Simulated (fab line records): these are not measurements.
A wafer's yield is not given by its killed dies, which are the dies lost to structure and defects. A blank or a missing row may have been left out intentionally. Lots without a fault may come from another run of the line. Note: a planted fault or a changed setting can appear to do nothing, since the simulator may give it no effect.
fab line records	flow n5Finfet	part 1 of 2: steps 1 to 24 of 32
record lots=5	wafers=15	lastDay=15
route steps=1938 shown BEOL_M14@1732
lots that met no fault: taken from a fault-free run of the same line
startH: start of the lot's first displayed wafer, in hours after the record's first day	waitH: time in hours since the lot's previous step	" same as the row above	L1.1+2: a single row standing in for several wafers	- no value, or no start given	* or withheld: withheld	< > ~ a bound
route shown NAME@n: a module of which the file shows steps, and the number in the route of the first	usual: mean and standard deviation over wafers with no fault	same: alike in all rows	chamber/n: place in a boat	sites: the reading at each site	_std_site: how widely they spread, as a standard deviation	_edge_site: the outer-site mean with the inner-site mean subtracted	radiusMm: how far each site lies from the wafer's centre	mask NAME#n: copy n	behind: the most recent tool/chamber to have shaped the wafer	hold: the reason the lot was held/the length of the hold in hours/how it ended	device: names the non-switching transistor (n, p or np)	end of line: at the end of the route, the tests of the same wafers	a step with no rows: only its recipe	killed: count of dies lost to structure and defects at first sort (not the wafer's yield)	map: a wafer's dies, x killed, . not, _ none there
set.NAME: the setting that was run; set.NAME@STEP: the one run at that earlier step	model.NAME: the simulator's own value behind a step, which no gauge read
lots at selected steps of the route; one table per step, one row per wafer
services: when a tool's chamber went out of use (startH, in hours from the record's first day, below 0 if earlier), for how many hours, and the reason
## steps
# step N5_BEOL_M14_STRIP_63
# recipe chemistry=O2	powerW=600	tempC=60	pressureMtorr=30	rfFrequencyHz=6e+07	biasPowerW=0	overashFraction=0.3	o2FlowSccm=225
# usual drypumpMotorCurrentA=5.8/0.34	oesProductAu=0.85/0.099	rfVppV=3.8/0.82	showerheadPlenumPTorr=2.10/0.068	throttleValvePct=16.70/0.21
lot.wafer	tool	chamber	startH	waitH	drypumpMotorCurrentA	oesProductAu	rfHoursCounterH	rfVppV	showerheadPlenumPTorr	throttleValvePct
L077.1	rieDiel-04	1	-	-	5.4	0.85	83	3.2	2.11	16.66
L077.3	"	0	"	"	6.1	0.75	132	2.8	2.02	16.76
L077.4	"	2	"	"	6.4	0.70	213	3.5	1.99	16.71
L080.2	rieDiel-02	1	-	-	5.5	0.69	229	2.9	2.18	17.14
L080.3	"	3	"	"	5.7	0.81	84	4.6	2.23	16.76
L080.6	"	2	"	"	5.0	0.69	-	3.7	2.08	16.86
L085.1	rieDiel-02	0	-	-	5.3	0.83	87	2.9	2.09	16.74
L085.4	"	1	"	"	5.5	0.69	244	3.2	2.17	17.11
L085.5	"	2	"	"	5.0	0.70	-	3.8	2.07	16.82
L088.3	rieDiel-06	2	-	-	5.3	0.95	9	3.9	2.24	16.53
L088.5	"	0	"	"	6.0	0.91	-	3.9	2.11	16.41
L088.6	"	1	"	"	6.0	0.90	-	4.7	2.13	16.59
L089.2	rieDiel-06	0	-	-	6.0	0.90	42	3.3	2.11	16.39
L089.3	"	1	"	"	6.1	0.88	28	2.7	2.13	16.57
L089.5	"	0	"	"	6.0	0.91	-	4.0	2.11	16.36
# step N5_BEOL_M14_STRIP_64
# recipe chemistry=O2	powerW=600	tempC=60	pressureMtorr=30	rfFrequencyHz=6e+07	biasPowerW=0	overashFraction=0.3	o2FlowSccm=225
# usual drypumpMotorCurrentA=5.8/0.34	oesProductAu=0.84/0.099	rfVppV=3.6/0.5	showerheadPlenumPTorr=2.10/0.068	throttleValvePct=16.70/0.2
lot.wafer	tool	chamber	startH	waitH	drypumpMotorCurrentA	oesProductAu	rfHoursCounterH	rfVppV	showerheadPlenumPTorr	throttleValvePct
L077.1	rieDiel-04	1	-	-	5.4	0.84	83	3.4	2.11	16.67
L077.3	"	0	"	"	6.1	0.76	132	3.5	2.02	16.75
L077.4	"	2	"	"	6.4	0.70	213	3.0	1.98	16.69
L080.2	rieDiel-02	1	-	-	5.6	0.70	229	3.6	2.18	17.13
L080.3	"	3	"	"	5.7	0.79	84	3.6	2.23	16.75
L080.6	"	2	"	"	5.0	0.70	-	4.3	2.08	16.85
L085.1	rieDiel-02	0	-	-	5.3	0.82	87	4.2	2.09	16.75
L085.4	"	1	"	"	5.5	0.70	244	3.2	2.17	17.16
L085.5	"	2	"	"	5.0	0.70	-	4.0	2.07	16.86
L088.3	rieDiel-06	2	-	-	5.3	0.96	9	3.7	2.24	16.53
L088.5	"	0	"	"	6.0	0.91	-	5.0	2.11	16.39
L088.6	"	1	"	"	6.1	0.91	-	2.6	2.13	16.55
L089.2	rieDiel-06	0	-	-	6.0	0.89	42	3.5	2.11	16.39
L089.3	"	1	"	"	6.1	0.90	28	2.6	2.13	16.57
L089.5	"	0	"	"	5.9	0.90	-	4.5	2.11	16.41
# step N5_BEOL_M14_STRIP_71
# recipe chemistry=postEtchResidueRemover	timeS=60	tempC=25	removerPh=withheld	removerWaterWtPct=withheld	removerFluorideWtPct=withheld
lot.wafer	tool	chamber	startH	waitH
L077.1+3+4	wetBench-02	7,0,6	253.62	-
L080.2+3+6	wetBench-06	6,3,5	258.26	-
L085.1+4+5	wetBench-03	0,7,3	293.92	-
L088.3+5+6	wetBench-02	6,2,7	314.58	-
L089.2+3+5	wetBench-06	2,1,4	327.04	-
# step N5_BEOL_M14_SRD_72
# recipe timeS=30	tempC=23	rinseLiquid=diw	dry=n2Spin	spinRpm=1500	dryTimeS=30
lot.wafer	tool	chamber	startH	waitH
L077.1+3+4	wetBench-02	7,0,6	253.64	0.0
L080.2+3+6	wetBench-06	6,3,5	258.28	0.0
L085.1+4+5	wetBench-03	0,7,3	293.94	0.0
L088.3+5+6	wetBench-02	6,2,7	314.59	0.0
L089.2+3+5	wetBench-06	2,1,4	327.06	0.0
# step N5_BEOL_M14_CD_MEAS_17
# recipe targetCdNm=250	polarity=opening
# usual cdNm=250.4/2.2
lot.wafer	tool	chamber	startH	waitH	cdNm
L077.1	cdSem-01	-	253.68	0.0	252.3
L077.3	"	-	"	"	249.7
L077.4	"	-	"	"	248.4
L080.2	cdSem-02	-	258.33	0.0	252.4
L080.3	"	-	"	"	250.4
L080.6	"	-	"	"	251.6
L085.1	cdSem-02	-	293.98	0.0	246.6
L085.4	"	-	"	"	246.9
L085.5	"	-	"	"	249.1
L088.3	cdSem-01	-	314.64	0.0	249.4
L088.5	"	-	"	"	251.9
L088.6	"	-	"	"	255.6
L089.2	cdSem-03	-	327.10	0.0	252.1
L089.3	"	-	"	"	250.9
L089.5	"	-	"	"	251.2
# step N5_BEOL_M14_COAT_65
# recipe resist=SOC	tempC=250	timeS=60	spinRpm=1500	resistThkNm=450
lot.wafer	tool	chamber	startH	waitH
L077.1+3+4	lithoTrack-01	0	253.71	0.0
L080.2+3+6	lithoTrack-02	0	258.37	0.0
L085.1+4+5	lithoTrack-05	0	294.01	0.0
L088.3+5+6	lithoTrack-01	0	314.67	0.0
L089.2+3+5	lithoTrack-01	0	327.14	0.0
# step N5_BEOL_M14_COAT_66
# recipe resist=SiARC	tempC=220	timeS=60	spinRpm=1500	resistThkNm=110
lot.wafer	tool	chamber	startH	waitH
L077.1+3+4	lithoTrack-01	0	-	-
L080.2+3+6	lithoTrack-02	0	-	-
L085.1+4+5	lithoTrack-05	0	-	-
L088.3+5+6	lithoTrack-01	0	-	-
L089.2+3+5	lithoTrack-01	0	-	-
# step N5_BEOL_M14_COAT_22
# recipe spinRpm=2888	resistThkNm=300
lot.wafer	tool	chamber	startH	waitH
L077.1+3+4	lithoTrack-01	0	-	-
L080.2+3+6	lithoTrack-02	0	-	-
L085.1+4+5	lithoTrack-05	0	-	-
L088.3+5+6	lithoTrack-01	0	-	-
L089.2+3+5	lithoTrack-01	0	-	-
# step N5_BEOL_M14_EBR_24
# recipe solvent=PGMEA	ebrWidthMm=1.5
lot.wafer	tool	chamber	startH	waitH
L077.1+3+4	lithoTrack-01	0	-	-
L080.2+3+6	lithoTrack-02	0	-	-
L085.1+4+5	lithoTrack-05	0	-	-
L088.3+5+6	lithoTrack-01	0	-	-
L089.2+3+5	lithoTrack-01	0	-	-
# step N5_BEOL_M14_SOFTBAKE_23
# recipe tempC=130	timeS=60
lot.wafer	tool	chamber	startH	waitH
L077.1+3+4	lithoTrack-01	0	-	-
L080.2+3+6	lithoTrack-02	0	-	-
L085.1+4+5	lithoTrack-05	0	-	-
L088.3+5+6	lithoTrack-01	0	-	-
L089.2+3+5	lithoTrack-01	0	-	-
# step N5_BEOL_M14_EXPOSE_25
# recipe maskId=M14	na=0.8	sourceShape=annular	sigmaInner=0.5	sigmaOuter=0.8	polarization=unpolarized	targetCdNm=280	doseMj=26.6
lot.wafer	tool	chamber	startH	waitH	mask
L077.1+3+4	krfScanner-02	0	253.96	-	M14#0
L080.2+3+6	krfScanner-01	0	258.63	-	M14#0
L085.1+4+5	krfScanner-01	0	294.26	-	M14#0
L088.3+5+6	krfScanner-01	0	314.93	-	M14#0
L089.2+3+5	krfScanner-01	0	327.26	-	M14#0
# step N5_BEOL_M14_PEB_26
# recipe pebTempC=130	pebTimeS=90
lot.wafer	tool	chamber	startH	waitH
L077.1+3+4	lithoTrack-05	0	254.01	0.1
L080.2+3+6	lithoTrack-02	0	258.69	0.0
L085.1+4+5	lithoTrack-05	0	294.31	0.1
L088.3+5+6	lithoTrack-01	0	314.97	0.0
L089.2+3+5	lithoTrack-01	0	327.32	0.0
# step N5_BEOL_M14_DEVELOP_27
# recipe developTimeS=45	rinseLiquid=diw	dry=airSpin	devTempC=21
lot.wafer	tool	chamber	startH	waitH
L077.1+3+4	lithoTrack-05	0	-	-
L080.2+3+6	lithoTrack-02	0	-	-
L085.1+4+5	lithoTrack-05	0	-	-
L088.3+5+6	lithoTrack-01	0	-	-
L089.2+3+5	lithoTrack-01	0	-	-
# step N5_BEOL_M14_HARDBAKE_32
# recipe tempC=130	timeS=120
lot.wafer	tool	chamber	startH	waitH
L077.1+3+4	lithoTrack-05	0	-	-
L080.2+3+6	lithoTrack-02	0	-	-
L085.1+4+5	lithoTrack-05	0	-	-
L088.3+5+6	lithoTrack-01	0	-	-
L089.2+3+5	lithoTrack-01	0	-	-
# step N5_BEOL_M14_CD_MEAS_28
# recipe targetCdNm=284.4	landingEnergyEv=500	detector=seInlens
# usual cdNm=285.2/2
lot.wafer	tool	chamber	startH	waitH	cdNm
L077.1	cdSem-03	0	254.13	-	289.0
L077.3	"	0	"	"	288.2
L077.4	"	0	"	"	287.2
L080.2	cdSem-02	0	258.80	-	283.9
L080.3	"	0	"	"	286.5
L080.6	"	0	"	"	283.6
L085.1	cdSem-02	0	294.43	-	285.6
L085.4	"	0	"	"	288.6
L085.5	"	0	"	"	285.3
L088.3	cdSem-02	0	315.09	-	286.3
L088.5	"	0	"	"	282.7
L088.6	"	0	"	"	284.2
L089.2	cdSem-03	0	327.43	-	283.6
L089.3	"	0	"	"	283.3
L089.5	"	0	"	"	285.8
# step N5_BEOL_M14_OVL_MEAS_29
# recipe pointsPerWafer=44
# usual M14_OVL=1/5.6
# same pointsPerWafer=44
lot.wafer	tool	chamber	startH	waitH	M14_OVL[nm]
L077.1	overlay-01	0	254.16	0.0	-8
L077.3	"	0	"	"	-3
L077.4	"	0	"	"	4
L080.2	overlay-01	0	258.83	0.0	-8
L080.3	"	0	"	"	-2
L080.6	"	0	"	"	0
L085.1	overlay-02	0	294.46	0.0	4
L085.4	"	0	"	"	6
L085.5	"	0	"	"	-2
L088.3	overlay-02	0	315.12	0.0	-4
L088.5	"	0	"	"	-5
L088.6	"	0	"	"	-9
L089.2	overlay-02	0	327.46	0.0	6
L089.3	"	0	"	"	3
L089.5	"	0	"	"	8
# step N5_BEOL_M14_INSPECT_30
# recipe mode=adi	inspectInstrument=macro
# usual rawDefectCount=2.0/1.4
lot.wafer	tool	chamber	startH	waitH	rawDefectCount
L077.1	defectInspect-01	-	254.18	0.0	4
L077.3	"	-	"	"	0
L077.4	"	-	"	"	0
L080.2	defectInspect-02	-	258.85	0.0	0
L080.3	"	-	"	"	1
L080.6	"	-	"	"	0
L085.1	defectInspect-01	-	294.48	0.0	3
L085.4	"	-	"	"	3
L085.5	"	-	"	"	2
L088.3	defectInspect-01	-	315.14	0.0	1
L088.5	"	-	"	"	5
L088.6	"	-	"	"	1
L089.2	defectInspect-02	-	327.49	0.0	2
L089.3	"	-	"	"	2
L089.5	"	-	"	"	2
# step N5_BEOL_M14_DESCUM_33
# recipe chemistry=O2	timeS=7.9	sourcePowerW=50	biasPowerW=20	pressureMtorr=20	rfFrequencyHz=2.712e+07	tempC=40	o2FlowSccm=225
# usual drypumpMotorCurrentA=5.7/0.39	oesProductAu=0.81/0.088	rfFwdPowerW=49.38/0.2	rfVppV=243.2/1.2	showerheadPlenumPTorr=2.10/0.073	throttleValvePct=20.51/0.16
lot.wafer	tool	chamber	startH	waitH	drypumpMotorCurrentA	oesProductAu	rfFwdPowerW	rfHoursCounterH	rfVppV	showerheadPlenumPTorr	throttleValvePct
L077.1	rieDiel-04	2	254.22	0.0	6.4	0.70	49.11	213	241.0	1.98	20.39
L077.3	"	1	"	"	5.4	0.85	49.66	84	243.9	2.10	20.42
L077.4	"	0	"	"	6.2	0.76	49.13	133	242.2	2.02	20.53
L080.2	rieDiel-02	3	258.89	0.0	5.8	0.80	49.44	85	244.6	2.22	20.58
L080.3	"	2	"	"	5.0	0.69	49.50	229	242.7	2.07	20.57
L080.6	"	3	"	"	5.7	0.80	49.25	-	244.0	2.22	20.59
L085.1	rieDiel-04	2	294.87	0.4	6.3	0.69	49.56	225	240.8	1.98	20.40
L085.4	"	3	"	"	5.6	0.70	48.98	242	242.9	2.06	20.77
L085.5	"	1	"	"	5.4	0.84	49.50	-	244.0	2.10	20.46
L088.3	rieDiel-06	2	315.17	0.0	5.3	0.95	49.25	9	245.4	2.23	20.33
L088.5	"	1	"	"	6.1	0.92	49.47	-	243.0	2.13	20.36
L088.6	"	0	"	"	5.9	0.91	49.17	-	241.9	2.11	20.17
L089.2	rieDiel-02	1	328.34	0.9	5.6	1.00	49.60	1	243.2	2.17	20.51
L089.3	"	3	"	"	5.8	0.78	49.27	115	244.7	2.21	20.62
L089.5	"	3	"	"	5.8	0.78	49.54	-	244.9	2.21	20.63
# step N5_BEOL_M14_ETCH_67
# recipe chemistry=CF4	target=SiARC	targetDepthA=1430	timeS=238.3	ionEnergyEv=80	pressureMtorr=40	sourceW=545	biasW=36	Ar_flow_sccm=100	cf4FlowSccm=100	ends=cleared
# usual drypumpMotorCurrentA=5.7/0.39	etchRfOnTimeS=236/7	oesProductAu=0.69/0.08	rfFwdPowerW=543.3/1.7	rfVppV=184.1/1.2	showerheadPlenumPTorr=2.15/0.064	throttleValvePct=15.69/0.2
lot.wafer	tool	chamber	startH	waitH	drypumpMotorCurrentA	etchRfOnTimeS	oesProductAu	rfFwdPowerW	rfHoursCounterH	rfVppV	showerheadPlenumPTorr	throttleValvePct
L077.1	rieDiel-04	2	254.25	0.0	6.4	242	0.60	542.9	213	182.1	2.03	15.68
L077.3	"	1	"	"	5.4	229	0.72	546.0	84	184.0	2.15	15.63
L077.4	"	0	"	"	6.1	240	0.64	543.4	133	184.1	2.07	15.67
L080.2	rieDiel-02	3	258.92	0.0	5.8	235	0.69	540.2	85	184.5	2.23	15.50
L080.3	"	2	"	"	5.0	243	0.60	546.9	229	183.6	2.13	15.85
L080.6	"	3	"	"	5.8	235	0.70	544.3	-	185.2	2.23	15.47
L085.1	rieDiel-04	2	294.91	0.0	6.4	243	0.59	543.3	225	183.2	2.03	15.69
L085.4	"	3	"	"	5.6	240	0.59	541.8	242	184.3	2.13	16.08
L085.5	"	1	"	"	5.4	226	0.72	542.4	-	183.5	2.15	15.65
L088.3	rieDiel-06	2	315.21	0.0	5.3	226	0.81	542.5	10	187.1	2.28	15.45
L088.5	"	1	"	"	6.1	230	0.78	543.9	-	185.2	2.19	15.56
L088.6	"	0	"	"	5.9	223	0.80	542.8	-	184.2	2.16	15.33
L089.2	rieDiel-02	1	328.37	0.0	5.6	229	0.85	543.3	1	184.8	2.20	15.56
L089.3	"	3	"	"	5.8	232	0.67	545.7	115	186.3	2.22	15.55
L089.5	"	3	"	"	5.7	231	0.68	544.1	-	186.1	2.22	15.57
# step N5_BEOL_M14_ETCH_68
# recipe chemistry=N2/H2	target=SOC	maskMaterial=SiARC	sourceW=3000	biasW=350	tempC=40	timeS=450	ionEnergyEv=200	pressureMtorr=30	n2FlowSccm=200	h2FlowSccm=200
# usual drypumpMotorCurrentA=5.7/0.39	oesProductAu=0.81/0.09	rfFwdPowerW=2994/8.9	rfVppV=524.1/2.5	showerheadPlenumPTorr=2.55/0.081	throttleValvePct=17.82/0.18
lot.wafer	tool	chamber	startH	waitH	drypumpMotorCurrentA	oesProductAu	rfFwdPowerW	rfHoursCounterH	rfVppV	showerheadPlenumPTorr	throttleValvePct
L077.1	rieDiel-04	2	254.40	0.1	6.4	0.71	2987	213	520.9	2.42	17.83
L077.3	"	1	"	"	5.4	0.84	3002	84	524.5	2.57	17.85
L077.4	"	0	"	"	6.1	0.76	3005	133	520.9	2.43	17.65
L080.2	rieDiel-02	3	259.07	0.1	5.8	0.80	2984	85	527.8	2.67	17.75
L080.3	"	2	"	"	5.0	0.69	2998	229	522.5	2.50	17.89
L080.6	"	3	"	"	5.8	0.80	2992	-	528.7	2.67	17.73
L085.1	rieDiel-04	2	295.06	0.1	6.4	0.70	2992	225	520.2	2.42	17.84
L085.4	"	3	"	"	5.7	0.69	2997	242	522.4	2.50	18.11
L085.5	"	1	"	"	5.4	0.83	2992	-	524.9	2.56	17.90
L088.3	rieDiel-06	2	315.36	0.1	5.3	0.95	3001	10	528.6	2.71	17.66
L088.5	"	1	"	"	6.1	0.91	2974	-	524.7	2.58	17.62
L088.6	"	0	"	"	6.0	0.91	3003	-	524.2	2.56	17.48
L089.2	rieDiel-02	1	328.52	0.1	5.6	0.99	2990	1	525.3	2.61	17.68
L089.3	"	3	"	"	5.7	0.78	2972	115	527.3	2.66	17.80
L089.5	"	3	"	"	5.8	0.78	2978	-	527.6	2.66	17.78
# step N5_BEOL_M14_STRIP_69
# recipe chemistry=N2/H2	tempC=40	n2FlowSccm=200	h2FlowSccm=200	rfFrequencyHz=6e+07
lot.wafer	tool	chamber	startH	waitH
L077.1+3+4	rieDiel-04	2,1,0	254.67	0.1
L080.2+3+6	rieDiel-02	3,2,3	259.33	0.1
L085.1+4+5	rieDiel-04	2,3,1	295.32	0.1
L088.3+5+6	rieDiel-06	2,1,0	315.62	0.1
L089.2+3+5	rieDiel-02	1,3,3	328.78	0.1
# step N5_BEOL_M14_TRENCH_ETCH_34
# recipe chemistry=C4F8/O2/Ar	target=SiO2	targetDepthA=5566.5	maskMaterial=SOC	heInnerTorr=15	heOuterTorr=30	timeS=126.9	ionEnergyEv=800	pressureMtorr=20	sourceW=1905	biasW=2040	Ar_flow_sccm=400	C4F8_flow_sccm=16	O2_flow_sccm=12
# usual drypumpMotorCurrentA=5.7/0.39	oes_ar_750_au=0.81/0.086	oes_o_777_au=0.81/0.089	oesProductAu=0.81/0.094	rfFwdPowerW=1898/5.7	rfVppV=2210/29	showerheadPlenumPTorr=3.46/0.1	throttleValvePct=31.07/0.22
lot.wafer	tool	chamber	startH	waitH	drypumpMotorCurrentA	oes_ar_750_au	oes_o_777_au	oesProductAu	rfFwdPowerW	rfHoursCounterH	rfVppV	showerheadPlenumPTorr	throttleValvePct
L077.1	rieDiel-04	2	254.68	0.0	6.4	0.70	0.70	0.71	1891	213	2211	3.27	30.76
L077.3	"	1	"	"	5.4	0.84	0.85	0.86	1887	84	2232	3.45	30.88
L077.4	"	0	"	"	6.2	0.75	0.76	0.75	1894	133	2221	3.33	31.04
L080.2	rieDiel-02	3	259.34	0.0	5.8	0.82	0.87	0.82	1899	85	2195	3.59	30.96
L080.3	"	2	"	"	5.0	0.70	0.72	0.70	1899	229	2197	3.42	31.05
L080.6	"	3	"	"	5.8	0.82	0.86	0.82	1900	-	2194	3.59	30.93
L085.1	rieDiel-04	2	295.33	0.0	6.4	0.69	0.68	0.69	1898	225	2212	3.27	30.74
L085.4	"	3	"	"	5.7	0.70	0.69	0.69	1886	242	2251	3.41	31.29
L085.5	"	1	"	"	5.4	0.83	0.83	0.84	1898	-	2235	3.44	30.87
L088.3	rieDiel-06	2	315.63	0.0	5.3	0.94	0.94	0.97	1897	10	2235	3.69	31.17
L088.5	"	1	"	"	6.1	0.90	0.90	0.91	1903	-	2205	3.52	31.04
L088.6	"	0	"	"	5.9	0.92	0.92	0.94	1901	-	2197	3.48	30.86
L089.2	rieDiel-02	1	328.79	0.0	5.5	0.97	1.01	1.00	1900	2	2133	3.52	30.94
L089.3	"	3	"	"	5.8	0.79	0.82	0.80	1898	115	2195	3.58	30.98
L089.5	"	3	"	"	5.8	0.79	0.82	0.80	1897	-	2193	3.58	30.99
# step N5_BEOL_M14_STRIP_70
# recipe chemistry=C4F8/O2/Ar	resist=SiARC	rfFrequencyHz=6e+07
lot.wafer	tool	chamber	startH	waitH
L077.1+3+4	rieDiel-04	2,1,0	254.79	0.1
L080.2+3+6	rieDiel-02	3,2,3	259.46	0.1
L085.1+4+5	rieDiel-04	2,3,1	295.44	0.1
L088.3+5+6	rieDiel-06	2,1,0	315.74	0.1
L089.2+3+5	rieDiel-02	1,3,3	328.91	0.1
# step N5_BEOL_M14_OCD_MEAS_35
# usual trenchDepthNm=563/17
lot.wafer	tool	chamber	startH	waitH	trenchDepthNm
L077.1	ocd-02	-	254.83	0.0	550
L077.3	"	-	"	"	584
L077.4	"	-	"	"	550
L080.2	ocd-02	-	259.50	0.0	571
L080.3	"	-	"	"	548
L080.6	"	-	"	"	571
L085.1	ocd-02	-	295.48	0.0	540
L085.4	"	-	"	"	542
L085.5	"	-	"	"	577
L088.3	ocd-01	-	315.79	0.0	587
L088.5	"	-	"	"	581
L088.6	"	-	"	"	599
L089.2	ocd-02	-	328.95	0.0	583
L089.3	"	-	"	"	579
L089.5	"	-	"	"	577
